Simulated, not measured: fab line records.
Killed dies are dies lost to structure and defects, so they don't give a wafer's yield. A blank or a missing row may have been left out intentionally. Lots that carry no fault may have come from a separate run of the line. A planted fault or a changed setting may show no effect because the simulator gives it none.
Matching of chambers | flow n5_finfet | N5_MOL_CONTACT_COAG_ETCHBACK_132 on rie_diel-06 has 4 sister chambers
The step etches SiO2 in CHF3, target depth 10 nm, time 6.7 s. 14 wafers are shown with their chamber, then 7 later ones without.

WAFERS PAIRED WITH THEIR CHAMBERS
wafer  | chamber | rf_vpp_V (V) | drypump_motor_current_A (A) | showerhead_plenum_p_Torr (Torr)
L074.3 | 2       | 538          | 5.12                        | 2.42
L074.5 | 1       | 519          | 5.95                        | 2.54
L074.6 | 3       | 552          | 5.26                        | 2.36
L079.4 | 3       | 551          | 5.29                        | 2.35
L079.5 | 2       | 538          | 5.13                        | 2.42
L079.6 | 3       | 551          | 5.29                        | 2.35
L080.2 | 3       | 550          | 5.27                        | 2.35
L080.3 | 1       | 519          | 5.97                        | 2.53
L080.6 | 3       | 552          | 5.29                        | 2.35
L081.2 | 1       | 519          | 5.98                        | 2.53
L081.3 | 0       | 502          | 5.71                        | 2.27
L081.5 | 0       | 502          | 5.72                        | 2.27
L083.2 | 2       | 538          | 5.15                        | 2.41
L083.4 | 3       | 552          | 5.27                        | 2.35

SIGNATURES (averages over the wafers above)
reading                  | chamber 0 | chamber 1 | chamber 2 | chamber 3 | scatter within a chamber
rf_vpp_V                 | 502.00    | 519.00    | 538.00    | 551.33    | 0.577
drypump_motor_current_A  | 5.7150    | 5.9667    | 5.1333    | 5.2783    | 0.0137
showerhead_plenum_p_Torr | 2.2700    | 2.5333    | 2.4167    | 2.3517    | 0.00465
Rule: for a wafer and a chamber, the distance is found by dividing, reading by reading, the gap between the wafer's reading and the chamber's mean by the reading's scatter, squaring, summing and taking the root. If the next closest chamber is less than 2 further off than the closest, the wafer can't be placed; otherwise it belongs to the closest. How the scatter is found: for the shown wafers, subtract from each reading the mean of its chamber, square and add these, divide the total by (wafers less chambers), then take the root.

WAFERS WITH NO CHAMBER GIVEN
wafer  | rf_vpp_V (V) | drypump_motor_current_A (A) | showerhead_plenum_p_Torr (Torr)
L083.6 | 502          | 5.70                        | 2.27
L089.1 | 518          | 5.98                        | 2.52
L089.2 | 553          | 5.26                        | 2.35
L089.5 | 502          | 5.71                        | 2.26
L091.1 | 538          | 5.13                        | 2.41
L091.3 | 502          | 5.70                        | 2.26
L091.5 | 551          | 5.25                        | 2.35

WHICH CHAMBER EACH WENT THROUGH
wafer  | from the rows above | in truth
L083.6 | 0                   | 0
L089.1 | 1                   | 1
L089.2 | 3                   | 3
L089.5 | 0                   | 0
L091.1 | 2                   | 2
L091.3 | 0                   | 0
L091.5 | 3                   | 3
Correctly placed: 7 of 7. From these rows, 0 cannot be placed. 0 placed wrongly.
